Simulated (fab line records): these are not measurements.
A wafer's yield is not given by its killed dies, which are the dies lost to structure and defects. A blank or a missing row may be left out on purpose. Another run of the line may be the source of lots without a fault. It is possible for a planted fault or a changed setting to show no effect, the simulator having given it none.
fab line records	flow n5_finfet
record lots=7	wafers=21
route steps=1938 shown BEOL_M8@1348 BEOL_M9@1464 BEOL_M10@1495 BEOL_M11@1552 BEOL_M13@1680 BEOL_M14@1743 MIM_BOT@1833
start_h: hours from the record's first day to the start of the lot's first wafer shown	wait_h: time in hours since the lot's previous step	" unchanged from the row above	L1.1+2: a single row standing in for several wafers	- either no value or no given start	* or withheld: withheld	< > ~ a bound
route shown NAME@n: a module of which the file shows steps, and the number in the route of the first	usual: mean/standard deviation taken from wafers without a fault	same: alike in all rows	chamber/n: place in a boat	sites: readings site by site	_std_site: how widely they spread, as a standard deviation	_edge_site: mean of outer sites minus mean of inner sites	radius_mm: for every site, how far away it sits from the centre of the wafer	mask NAME#n: copy n	behind: the last tool/chamber to shape the wafer	hold: why the lot went on hold/how many hours it stayed there/how the hold came to an end	device: the transistor (n, p or np) that didn't switch	end of line: the same wafers' tests at the end of the route	a step given without rows: its recipe and nothing more	killed: not the wafer's yield, but the dies lost to structure and defects at the first sort	map: dies across one wafer; x = killed, . = not, _ = none there
set.NAME: the setting the step ran with; set.NAME@STEP: the setting that earlier step ran with	model.NAME: the simulator's own value behind a step, which no gauge read
lots with deliberately changed settings; one table per step, one row per wafer
## steps
# step N5_BEOL_M8_DESCUM_16
# recipe chemistry=O2	time_s=7.9	source_power_w=50	bias_power_w=20	pressure_mtorr=20	rf_frequency_hz=2.712e+07	temp_c=40	resist=CAR-ArF	o2_flow_sccm=225
lot.wafer	tool	chamber	start_h	wait_h	set.time_s	model.CAR-ArF_of_BEOL_M8_COAT_05.thk_nm
L075.1	rie_diel-01	3	204.90	0.2	6.677	84
L075.3	"	2	"	"	6.677	84.2
L075.6	"	1	"	"	7.9	83.2
L080.2	rie_diel-03	1	227.23	0.2	7.9	83.4
L080.4	"	0	"	"	6.517	84.6
L080.6	"	1	"	"	7.9	83.2
L082.2	rie_diel-03	3	246.65	0.2	9.154	82.6
L082.4	"	2	"	"	7.9	83.6
L082.6	"	0	"	"	9.154	82.8
L091.3	rie_diel-03	1	290.00	0.2	7.9	83.6
L091.4	"	2	"	"	9.366	82.6
L091.5	"	1	"	"	9.366	83
L097.1	rie_diel-03	0	328.79	0.3	8.78	82.4
L097.3	"	0	"	"	8.78	82.6
L097.6	"	1	"	"	7.9	83
L094.2+3	rie_diel-01	2,0	329.64	0.0	7.9	83.2
L094.4	"	0	"	"	7.9	83
L096.1+3	rie_diel-01	1,0	353.93	0.0	7.9	82.6
L096.2	"	2	"	"	7.9	82.8
# step N5_BEOL_M8_ETCH_61
# recipe chemistry=CF4	target=SiARC	target_depth_a=455	mask_material=CAR-ArF	time_s=75.8	ion_energy_ev=80	pressure_mtorr=40	source_w=545	bias_w=36	Ar_flow_sccm=100	cf4_flow_sccm=100	ends=cleared
lot.wafer	tool	chamber	start_h	wait_h	set.time_s@BEOL_M8_DESCUM_16	model.CAR-ArF_of_BEOL_M8_COAT_05.thk_nm
L075.1	rie_diel-01	3	204.93	0.0	6.677	51.4
L075.3	"	2	"	"	6.677	51.6
L075.6	"	1	"	"	7.9	50.6
L080.2	rie_diel-03	1	227.26	0.0	7.9	50.8
L080.4	"	0	"	"	6.517	52
L080.6	"	1	"	"	7.9	50.6
L082.2	rie_diel-03	3	246.68	0.0	9.154	50
L082.4	"	2	"	"	7.9	51
L082.6	"	0	"	"	9.154	50.2
L091.3	rie_diel-03	1	290.04	0.0	7.9	51
L091.4	"	2	"	"	9.366	50
L091.5	"	1	"	"	9.366	50.2
L097.1	rie_diel-03	0	328.84	0.0	8.78	49.8
L097.3	"	0	"	"	8.78	50
L097.6	"	1	"	"	7.9	50.4
L094.2+4	rie_diel-01	2,0	329.68	0.0	7.9	50.4
L094.3	"	0	"	"	7.9	50.6
L096.1+3	rie_diel-01	1,0	353.97	0.0	7.9	50.2
L096.2	"	2	"	"	7.9	50.4
# step N5_BEOL_M8_COAT_63
# recipe resist=SOC	temp_c=250	time_s=60	spin_rpm=1500	resist_thk_nm=60
lot.wafer	tool	chamber	start_h	wait_h	set.spin_rpm	model.SOC_of_BEOL_M8_COAT_63.thk_nm
L075.1	litho_track-02	0	206.72	1.3	1500	59.8
L075.3	"	0	"	"	1500	60
L075.6	"	0	"	"	1654	57
L080.2+6	litho_track-02	0	230.37	2.7	1500	60
L080.4	"	0	"	"	1383	62.6
L082.2	litho_track-02	0	247.68	0.6	1500	59.6
L082.4	"	0	"	"	1571	58.4
L082.6	"	0	"	"	1571	58.6
L091.3	litho_track-02	0	290.57	0.0	1500	60
L091.4	"	0	"	"	1500	59.8
L091.5	"	0	"	"	1644	57.2
L097.1+6	litho_track-03	0	329.51	0.1	1500	60.2
L097.3	"	0	"	"	1500	60.4
L094.2+3	litho_track-03	0	330.14	0.0	1500	60
L094.4	"	0	"	"	1557	58.8
L096.1+2+3	litho_track-02	0	355.35	1.0	1500	59.8
# step N5_BEOL_M8_COAT_64
# recipe resist=SiARC	temp_c=220	time_s=60	spin_rpm=1500	resist_thk_nm=12
# step N5_BEOL_M8_COAT_71
# recipe resist=underlayer	temp_c=205	time_s=60	spin_rpm=1500	resist_thk_nm=5
# step N5_BEOL_M8_ETCH_72
# recipe chemistry=N2/H2	target=underlayer	target_depth_a=65	mask_material=CAR-EUV	time_s=5.2	ion_energy_ev=200	pressure_mtorr=30	source_w=840	bias_w=150	n2_flow_sccm=200	h2_flow_sccm=200	ends=cleared
# step N5_BEOL_M8_ETCH_65
# recipe chemistry=CF4	target=SiARC	target_depth_a=156	mask_material=CAR-EUV	time_s=26	ion_energy_ev=80	pressure_mtorr=40	source_w=545	bias_w=36	Ar_flow_sccm=100	cf4_flow_sccm=100	ends=cleared
# step N5_BEOL_M8_ETCH_66
# recipe chemistry=N2/H2	target=SOC	target_depth_a=800	overetch_a=160	mask_material=SiARC	temp_c=40	time_s=120	ion_energy_ev=200	pressure_mtorr=30	source_w=840	bias_w=150	n2_flow_sccm=200	h2_flow_sccm=200
lot.wafer	tool	chamber	start_h	wait_h	set.spin_rpm@BEOL_M8_COAT_63	model.etch.depth_nm
L075.1	rie_diel-03	1	207.19	0.0	1500	59.8
L075.3	"	0	"	"	1500	59.92
L075.6	"	3	"	"	1654	57.06
L080.2	rie_diel-03	2	230.97	0.0	1500	60.04
L080.4	"	1	"	"	1383	62.53
L080.6	"	2	"	"	1500	59.98
L082.2	rie_diel-01	2	248.62	0.0	1500	59.65
L082.4	"	0	"	"	1571	58.38
L082.6	"	1	"	"	1571	58.55
L091.3	rie_diel-01	1	291.16	0.0	1500	60.1
L091.4	"	1	"	"	1500	59.82
L091.5	"	2	"	"	1644	57.22
L097.1	rie_diel-01	0	329.98	0.0	1500	60.2
L097.3	"	2	"	"	1500	60.33
L097.6	"	0	"	"	1500	60.27
L094.2	rie_diel-01	0	331.16	0.0	1500	59.94
L094.3	"	2	"	"	1500	59.93
L094.4	"	2	"	"	1557	58.76
L096.1	rie_diel-05	3	355.83	0.0	1500	59.74
L096.2	"	0	"	"	1500	59.86
L096.3	"	2	"	"	1500	59.77
# step N5_BEOL_M9_CMP_52
# recipe stop_on=SiCOH_lowk	t_overpolish_s=7	down_force_psi=1	platen_rpm=50	clearing_platen_down_force_psi=1.5	clearing_platen_rpm=50	post_cmp_clean=cu_alkaline	target_thk_nm=140	clearing_platen_pad_velocity_m_s=0.99484	pad_velocity_m_s=0.99484
# usual barrier_field_endpoint_s=29.0/0.82
lot.wafer	tool	chamber	start_h	wait_h	set.down_force_psi	barrier_field_endpoint_s
L075.1	cmp-01	1	217.12	0.3	1	29.2
L075.3	"	3	"	"	1.157	25.5
L075.6	"	2	"	"	1.157	25.6
L080.2	cmp-03	2	242.47	0.2	0.8114	36.4
L080.4	"	0	"	"	1	29.9
L080.6	"	3	"	"	1	29.6
L082.4	cmp-01	3	258.09	0.2	1	28.9
L082.2	"	0	"	"	0.8148	35.6
L082.6	"	2	"	"	1	29.4
L091.3	cmp-01	0	302.19	0.2	1	28.4
L091.4	"	1	"	"	1.096	26.7
L091.5	"	0	"	"	1.096	26.3
L097.3	cmp-01	1	342.30	0.2	1	26.8
L097.1	"	2	"	"	1	28.7
L097.6	"	0	"	"	1	27.9
L094.3	cmp-01	2	342.51	0.2	1	28.3
L094.4	"	3	"	"	1	28.7
L094.2	"	1	"	"	0.8082	35.9
L096.1	cmp-01	1	367.24	0.3	1	29.1
L096.2	"	2	"	"	1	28.7
L096.3	"	3	"	"	1	28.2
# step N5_BEOL_M10_COAT_64
# recipe resist=SiARC	temp_c=220	time_s=60	spin_rpm=1500	resist_thk_nm=30
lot.wafer	tool	chamber	start_h	wait_h	set.spin_rpm	model.SiARC_of_BEOL_M10_COAT_64.thk_nm
L075.1+6	litho_track-02	0	-	-	1500	30
L075.3	"	0	"	"	1366	31.4
L080.2+4+6	litho_track-03	0	-	-	1367	31.4
L082.2+4+6	litho_track-02	0	-	-	1500	30
L091.3+4+5	litho_track-02	0	-	-	1582	29.2
L097.1	litho_track-03	0	-	-	1500	30.2
L097.3	"	0	"	"	1500	30
L097.6	"	0	"	"	1620	29
L094.2+3+4	litho_track-01	0	-	-	1500	30
L096.1+2+3	litho_track-03	0	-	-	1500	30.2
# step N5_BEOL_M10_DEVELOP_27
# recipe develop_time_s=30	developer=TMAH	resist=CAR-ArF	rinse_liquid=diw	dry=air_spin	dev_temp_c=23
lot.wafer	tool	chamber	start_h	wait_h	set.develop_time_s
L075.1+3+6	litho_track-02	0	-	-	30
L080.2	litho_track-02	0	-	-	24.52
L080.4+6	"	0	"	"	30
L082.2+4	litho_track-02	0	-	-	30
L082.6	"	0	"	"	27.88
L091.3+5	litho_track-02	0	-	-	23.85
L091.4	"	0	"	"	30
L097.1+3+6	litho_track-01	0	-	-	30
L094.2	litho_track-02	0	-	-	30
L094.3+4	"	0	"	"	25.12
L096.1+2+3	litho_track-02	0	-	-	30
# step N5_BEOL_M10_DESCUM_33
# recipe chemistry=O2	time_s=7.9	source_power_w=50	bias_power_w=20	pressure_mtorr=20	rf_frequency_hz=2.712e+07	temp_c=40	resist=CAR-ArF	o2_flow_sccm=225
# step N5_BEOL_M10_ETCH_65
# recipe chemistry=CF4	target=SiARC	target_depth_a=390	mask_material=CAR-ArF	time_s=65	ion_energy_ev=80	pressure_mtorr=40	source_w=545	bias_w=36	Ar_flow_sccm=100	cf4_flow_sccm=100	ends=cleared
lot.wafer	tool	chamber	start_h	wait_h	set.spin_rpm@BEOL_M10_COAT_64	model.etch.depth_nm	model.CAR-ArF_of_BEOL_M10_COAT_22.thk_nm
L075.1	rie_diel-05	2	221.43	0.0	1500	30.07	55.6
L075.3	"	0	"	"	1366	31.37	54.4
L075.6	"	2	"	"	1500	30.1	55.4
L080.2	rie_diel-01	1	248.01	0.0	1367	31.33	54.2
L080.4	"	1	"	"	1367	31.42	54.4
L080.6	"	0	"	"	1367	31.32	54.2
L082.2	rie_diel-05	1	263.92	0.0	1500	29.99	55.2
L082.4	"	0	"	"	1500	29.91	55.4
L082.6	"	2	"	"	1500	30.02	55.4
L091.3	rie_diel-05	1	307.18	0.0	1582	29.2	56.4
L091.4	"	3	"	"	1582	29.21	56.2
L091.5	"	1	"	"	1582	29.18	56.2
L097.1	rie_diel-01	0	347.02	0.0	1500	30.15	55.2
L097.3	"	1	"	"	1500	30.08	55.6
L097.6	"	2	"	"	1620	29	56.6
L094.2	rie_diel-03	0	347.62	0.0	1500	30	55.4
L094.3	"	1	"	"	1500	29.95	55.6
L094.4	"	1	"	"	1500	29.95	55.4
L096.1	rie_diel-01	2	375.18	0.0	1500	30.16	55.4
L096.2	"	0	"	"	1500	30.15	55.2
L096.3	"	1	"	"	1500	30.24	55.4
# step N5_BEOL_M11_DESCUM_16
# recipe chemistry=O2	time_s=7.9	source_power_w=50	bias_power_w=20	pressure_mtorr=20	rf_frequency_hz=2.712e+07	temp_c=40	resist=CAR-ArF	o2_flow_sccm=225
lot.wafer	tool	chamber	start_h	wait_h	set.time_s	model.CAR-ArF_of_BEOL_M11_COAT_05.thk_nm
L075.1+3	rie_diel-04	0,3	227.22	0.0	7.9	83.6
L075.6	"	1	"	"	7.9	83.8
L080.2+6	rie_diel-02	3,1	253.14	0.0	7.9	83.2
L080.4	"	0	"	"	7.9	83.4
L082.2	rie_diel-02	1	268.75	0.3	8.569	83.2
L082.4	"	0	"	"	7.9	83.4
L082.6	"	3	"	"	7.9	83.6
L091.3+4	rie_diel-04	3	312.33	0.0	7.9	83.2
L091.5	"	2	"	"	6.387	84.4
L097.1	rie_diel-04	1	354.22	0.6	7.363	83.8
L097.3+6	"	2,3	"	"	7.363	84
L094.2+3	rie_diel-06	2,1	354.54	0.7	8.82	83.2
L094.4	"	3	"	"	7.9	83.8
L096.1	rie_diel-06	2	381.10	0.0	7.9	83.2
L096.2+3	"	1,0	"	"	7.9	83.6
# step N5_BEOL_M11_ETCH_61
# recipe chemistry=CF4	target=SiARC	target_depth_a=390	mask_material=CAR-ArF	time_s=65	ion_energy_ev=80	pressure_mtorr=40	source_w=545	bias_w=36	Ar_flow_sccm=100	cf4_flow_sccm=100	ends=cleared
lot.wafer	tool	chamber	start_h	wait_h	set.time_s@BEOL_M11_DESCUM_16	model.CAR-ArF_of_BEOL_M11_COAT_05.thk_nm
L075.1+3	rie_diel-04	0,3	227.26	0.0	7.9	55.6
L075.6	"	1	"	"	7.9	55.8
L080.2	rie_diel-02	3	253.18	0.0	7.9	55.4
L080.4	"	0	"	"	7.9	55.6
L080.6	"	1	"	"	7.9	55.2
L082.2	rie_diel-02	1	268.79	0.0	8.569	55.2
L082.4+6	"	0,3	"	"	7.9	55.6
L091.3	rie_diel-04	3	312.36	0.0	7.9	55.4
L091.4	"	3	"	"	7.9	55.2
L091.5	"	2	"	"	6.387	56.4
L097.1	rie_diel-04	1	354.25	0.0	7.363	55.8
L097.3+6	"	2,3	"	"	7.363	56
L094.2+3	rie_diel-06	2,1	354.57	0.0	8.82	55.4
L094.4	"	3	"	"	7.9	55.8
L096.1	rie_diel-06	2	381.14	0.0	7.9	55.4
L096.2	"	1	"	"	7.9	55.8
L096.3	"	0	"	"	7.9	55.6
# step N5_BEOL_M13_COAT_65
# recipe resist=SOC	temp_c=250	time_s=60	spin_rpm=1500	resist_thk_nm=350
lot.wafer	tool	chamber	start_h	wait_h	set.spin_rpm	model.SOC_of_BEOL_M13_COAT_65.thk_nm
L075.1	litho_track-03	0	241.42	0.0	1500	349.6
L075.3	"	0	"	"	1500	350.6
L075.6	"	0	"	"	1500	349.4
L080.2	litho_track-02	0	265.34	0.0	1640	336.4
L080.4	"	0	"	"	1500	351.6
L080.6	"	0	"	"	1640	336.2
L082.2	litho_track-03	0	282.59	0.0	1500	350
L082.4	"	0	"	"	1416	360.4
L082.6	"	0	"	"	1500	350.2
L091.3+4	litho_track-02	0	322.18	0.0	1458	354.2
L091.5	"	0	"	"	1500	349.2
L094.2	litho_track-04	0	367.94	0.0	1500	351.2
L094.3	"	0	"	"	1500	349.4
L094.4	"	0	"	"	1500	351.6
L097.1+6	litho_track-03	0	368.13	0.0	1500	351
L097.3	"	0	"	"	1500	350
L096.1	litho_track-02	0	395.68	0.0	1500	350.4
L096.2	"	0	"	"	1500	349.2
L096.3	"	0	"	"	1500	349.6
# step N5_BEOL_M14_PEB_26
# recipe peb_temp_c=130	peb_time_s=90
lot.wafer	tool	chamber	start_h	wait_h	set.peb_temp_c
L075.1+3	litho_track-05	0	249.29	0.1	133.6
L075.6	"	0	"	"	130
L080.2+4+6	litho_track-04	0	271.03	0.0	130
L082.2+4	litho_track-04	0	290.06	0.0	132
L082.6	"	0	"	"	130
L091.3+5	litho_track-04	0	327.57	0.0	130
L091.4	"	0	"	"	132.8
L094.2+3+4	litho_track-05	0	379.71	0.0	132
L097.1+6	litho_track-04	0	380.96	0.1	133.6
L097.3	"	0	"	"	130
L096.1+2+3	litho_track-04	0	405.78	0.1	130
# step N5_BEOL_M14_DEVELOP_27
# recipe develop_time_s=45	rinse_liquid=diw	dry=air_spin	dev_temp_c=21
# step N5_BEOL_M14_HARDBAKE_32
# recipe temp_c=130	time_s=120
# step N5_BEOL_M14_CD_MEAS_28
# recipe target_cd_nm=284.4	landing_energy_ev=500	detector=se_inlens
# usual cd_nm=284.0/1.8
lot.wafer	tool	chamber	start_h	wait_h	set.peb_temp_c@BEOL_M14_PEB_26	cd_nm
L075.1	cd_sem-01	0	249.40	-	133.6	301.0
L075.3	"	0	"	"	133.6	299.8
L075.6	"	0	"	"	130	289.0
L080.2	cd_sem-03	0	271.14	-	130	282.1
L080.4	"	0	"	"	130	284.3
L080.6	"	0	"	"	130	286.2
L082.2	cd_sem-02	0	290.18	-	132	293.2
L082.4	"	0	"	"	132	292.5
L082.6	"	0	"	"	130	285.1
L091.3	cd_sem-01	0	327.69	-	130	282.2
L091.4	"	0	"	"	132.8	294.5
L091.5	"	0	"	"	130	281.7
L094.2	cd_sem-03	0	379.83	-	132	292.1
L094.3	"	0	"	"	132	295.7
L094.4	"	0	"	"	132	292.8
L097.1	cd_sem-01	0	381.08	-	133.6	295.9
L097.3	"	0	"	"	130	281.4
L097.6	"	0	"	"	133.6	296.4
L096.1	cd_sem-03	0	405.89	-	130	282.3
L096.2	"	0	"	"	130	284.6
L096.3	"	0	"	"	130	285.0
# step N5_BEOL_M14_DESCUM_33
# recipe chemistry=O2	time_s=7.9	source_power_w=50	bias_power_w=20	pressure_mtorr=20	rf_frequency_hz=2.712e+07	temp_c=40	o2_flow_sccm=225
lot.wafer	tool	chamber	start_h	wait_h	set.peb_temp_c@BEOL_M14_PEB_26	model.BEOL_M14.cd_nm
L075.1	rie_diel-01	0	249.67	0.2	133.6	301.2
L075.3	"	1	"	"	133.6	299.8
L075.6	"	2	"	"	130	288.6
L080.2	rie_diel-03	1	271.23	0.0	130	282.2
L080.4	"	1	"	"	130	284.2
L080.6	"	0	"	"	130	286.4
L082.2	rie_diel-05	1	290.50	0.3	132	293.4
L082.4	"	3	"	"	132	292.4
L082.6	"	0	"	"	130	285.2
L091.3	rie_diel-03	1	327.84	0.1	130	282.4
L091.4	"	0	"	"	132.8	294.4
L091.5	"	1	"	"	130	281.8
L094.2	rie_diel-03	2	380.15	0.3	132	292
L094.3	"	3	"	"	132	295.6
L094.4	"	0	"	"	132	293.2
L097.1	rie_diel-03	3	381.70	0.6	133.6	296
L097.3	"	0	"	"	130	281.4
L097.6	"	0	"	"	133.6	296.2
L096.1	rie_diel-03	1	405.99	0.0	130	282.4
L096.2+3	"	2,3	"	"	130	284.6
# step N5_BEOL_M14_ETCH_68
# recipe chemistry=N2/H2	target=SOC	mask_material=SiARC	source_w=3000	bias_w=350	temp_c=40	time_s=450	ion_energy_ev=200	pressure_mtorr=30	n2_flow_sccm=200	h2_flow_sccm=200
lot.wafer	tool	chamber	start_h	wait_h	set.time_s	set.peb_temp_c@BEOL_M14_PEB_26	model.BEOL_M14.cd_nm	model.SiARC_of_BEOL_M14_COAT_66.thk_nm
L075.1	rie_diel-01	0	249.85	0.1	450	133.6	295.8	65.4
L075.3	"	1	"	"	392.4	133.6	296.6	70.8
L075.6	"	2	"	"	392.4	130	281.6	70
L080.2	rie_diel-03	1	271.41	0.1	360.4	130	274.4	73.4
L080.4	"	1	"	"	360.4	130	278	73.4
L080.6	"	0	"	"	450	130	279.6	63.8
L082.2	rie_diel-05	1	290.68	0.1	450	132	289.6	65.4
L082.4	"	3	"	"	450	132	290.6	64.6
L082.6	"	0	"	"	511.7	130	282.2	59.2
L091.3	rie_diel-03	1	328.23	0.2	406.9	130	278.2	69.6
L091.4	"	0	"	"	450	132.8	287.6	64.6
L091.5	"	1	"	"	406.9	130	277.4	69.6
L094.2	rie_diel-03	2	380.33	0.1	424.6	132	287.4	67.4
L094.3	"	3	"	"	450	132	291	65.4
L094.4	"	0	"	"	450	132	286.4	65
L097.1	rie_diel-03	3	381.88	0.1	450	133.6	291	63.8
L097.3	"	0	"	"	450	130	274.6	64.4
L097.6	"	0	"	"	450	133.6	290.2	63.8
L096.1	rie_diel-03	1	406.17	0.1	450	130	280.4	65.4
L096.2	"	2	"	"	450	130	280.2	64.6
L096.3	"	3	"	"	450	130	279.4	65.4
# step N5_MIM_BOT_SPUTTER_00
# recipe material=TiN	target_thk_a=350	temp_c=200	power_w=3000	chamber_pressure_pa=0.49996	gas=Ar	reactive_partial_pa=0.37997	time_s=89.7
lot.wafer	tool	chamber	start_h	wait_h	set.power_w	model.TiN_of_MIM_BOT_SPUTTER_00.thk_nm
L075.1	pvd_sputter-03	-	261.23	0.0	2514	29
L075.3	"	-	"	"	3000	35.2
L075.6	"	-	"	"	2514	29.8
L080.2+6	pvd_sputter-02	-	282.52	0.0	3000	35.6
L080.4	"	-	"	"	3000	35.4
L082.2+4	pvd_sputter-01	-	299.90	0.0	3000	34.6
L082.6	"	-	"	"	3000	35
L091.3+4	pvd_sputter-02	-	342.05	0.0	3000	35.4
L091.5	"	-	"	"	3000	35.6
L094.2	pvd_sputter-03	-	393.03	0.0	2661	31.2
L094.3	"	-	"	"	3000	35.6
L094.4	"	-	"	"	2661	31.4
L097.1	pvd_sputter-02	-	396.30	0.0	2544	29.8
L097.3+6	"	-	"	"	3000	35.8
L096.1	pvd_sputter-03	-	421.76	0.0	3000	34.8
L096.2	"	-	"	"	3000	35
L096.3	"	-	"	"	3000	35.4
## key
split step=N5_BEOL_M8_DESCUM_16	setting=time_s	stated=7.9	by=wafer
response step=N5_BEOL_M8_DESCUM_16	reading=model.CAR-ArF_of_BEOL_M8_COAT_05.thk_nm	change=-0.0564	per=1%	r=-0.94
response step=N5_BEOL_M8_ETCH_61	reading=model.CAR-ArF_of_BEOL_M8_COAT_05.thk_nm	change=-0.0578	per=1%	r=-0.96
split step=N5_BEOL_M8_COAT_63	setting=spin_rpm	stated=1500	by=wafer
response step=N5_BEOL_M8_COAT_63	reading=model.SOC_of_BEOL_M8_COAT_63.thk_nm	change=-0.29	per=1%	r=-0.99
response step=N5_BEOL_M8_ETCH_66	reading=model.etch.depth_nm	change=-0.287	per=1%	r=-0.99
split step=N5_BEOL_M9_CMP_52	setting=down_force_psi	stated=1	by=wafer
response step=N5_BEOL_M9_CMP_52	reading=barrier_field_endpoint_s	change=-0.329	per=1%	r=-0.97
split step=N5_BEOL_M10_COAT_64	setting=spin_rpm	stated=1500	by=wafer
response step=N5_BEOL_M10_COAT_64	reading=model.SiARC_of_BEOL_M10_COAT_64.thk_nm	change=-0.148	per=1%	r=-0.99
response step=N5_BEOL_M10_ETCH_65	reading=model.etch.depth_nm	change=-0.142	per=1%	r=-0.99
response step=N5_BEOL_M10_ETCH_65	reading=model.CAR-ArF_of_BEOL_M10_COAT_22.thk_nm	change=+0.135	per=1%	r=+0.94
split step=N5_BEOL_M10_DEVELOP_27	setting=develop_time_s	stated=30	by=wafer
response none clear
split step=N5_BEOL_M11_DESCUM_16	setting=time_s	stated=7.9	by=wafer
response step=N5_BEOL_M11_DESCUM_16	reading=model.CAR-ArF_of_BEOL_M11_COAT_05.thk_nm	change=-0.0566	per=1%	r=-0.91
response step=N5_BEOL_M11_ETCH_61	reading=model.CAR-ArF_of_BEOL_M11_COAT_05.thk_nm	change=-0.0507	per=1%	r=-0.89
split step=N5_BEOL_M13_COAT_65	setting=spin_rpm	stated=1500	by=wafer
response step=N5_BEOL_M13_COAT_65	reading=model.SOC_of_BEOL_M13_COAT_65.thk_nm	change=-1.7	per=1%	r=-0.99
split step=N5_BEOL_M14_PEB_26	setting=peb_temp_c	stated=130	by=wafer
response step=N5_BEOL_M14_CD_MEAS_28	reading=cd_nm	change=+4.98	per=1%	r=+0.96
response step=N5_BEOL_M14_DESCUM_33	reading=model.BEOL_M14.cd_nm	change=+5.01	per=1%	r=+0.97
response step=N5_BEOL_M14_ETCH_68	reading=model.BEOL_M14.cd_nm	change=+5.28	per=1%	r=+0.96
split step=N5_BEOL_M14_ETCH_68	setting=time_s	stated=450	by=wafer
response step=N5_BEOL_M14_ETCH_68	reading=model.SiARC_of_BEOL_M14_COAT_66.thk_nm	change=-0.453	per=1%	r=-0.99
split step=N5_MIM_BOT_SPUTTER_00	setting=power_w	stated=3000	by=wafer
response step=N5_MIM_BOT_SPUTTER_00	reading=model.TiN_of_MIM_BOT_SPUTTER_00.thk_nm	change=+0.376	per=1%	r=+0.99
